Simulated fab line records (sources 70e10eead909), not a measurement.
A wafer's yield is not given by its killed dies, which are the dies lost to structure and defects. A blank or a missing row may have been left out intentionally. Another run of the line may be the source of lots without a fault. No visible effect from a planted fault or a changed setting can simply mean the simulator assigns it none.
Matching of chambers	flow nandHarc	pecvd-04 running NHARC_A_CONTACT_DEP_58: 3 sister chambers
The step deposits SiON, target thk 60 nm. 6 wafers are shown with their chamber, then 9 later ones without.

WAFERS, EACH WITH ITS CHAMBER
wafer	chamber	heaterPowerW (W)
L087.4	0	870
L093.1	0	868
L093.2	2	671
L091.2	1	877
L091.4	1	890
L091.6	2	745

WAFERS WITH NO CHAMBER GIVEN
wafer	heaterPowerW (W)
L095.2	696
L095.4	839
L095.6	716
L092.2	762
L092.3	709
L092.6	782
L094.1	863
L094.4	704
L094.6	751

WHICH CHAMBER EACH ONE RAN IN
wafer	from the rows above	in truth
L095.2	2	2
L095.4	can't be placed: 0 or 1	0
L095.6	2	2
L092.2	can't be placed: 2 or 0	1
L092.3	2	2
L092.6	can't be placed: 2 or 0 or 1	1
L094.1	can't be placed: 0 or 1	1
L094.4	2	2
L094.6	2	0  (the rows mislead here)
Correct placement for 4 of the 9. These rows do not allow placing 4 (true chamber among the candidates in 3). Wrongly placed: 1.
How it was worked out, from the rows above alone: a wafer's distance from a chamber is the root of the sum, over the readings, of the square of ((its reading less the chamber's mean) divided by the reading's scatter). If the next closest chamber is less than 2 further off than the closest, the wafer can't be placed; otherwise it belongs to the closest. A chamber's mean is the mean of its shown wafers. The scatter: the root of (the sum of the squares of (reading less its chamber's mean) over the shown wafers, divided by (wafers less chambers)).
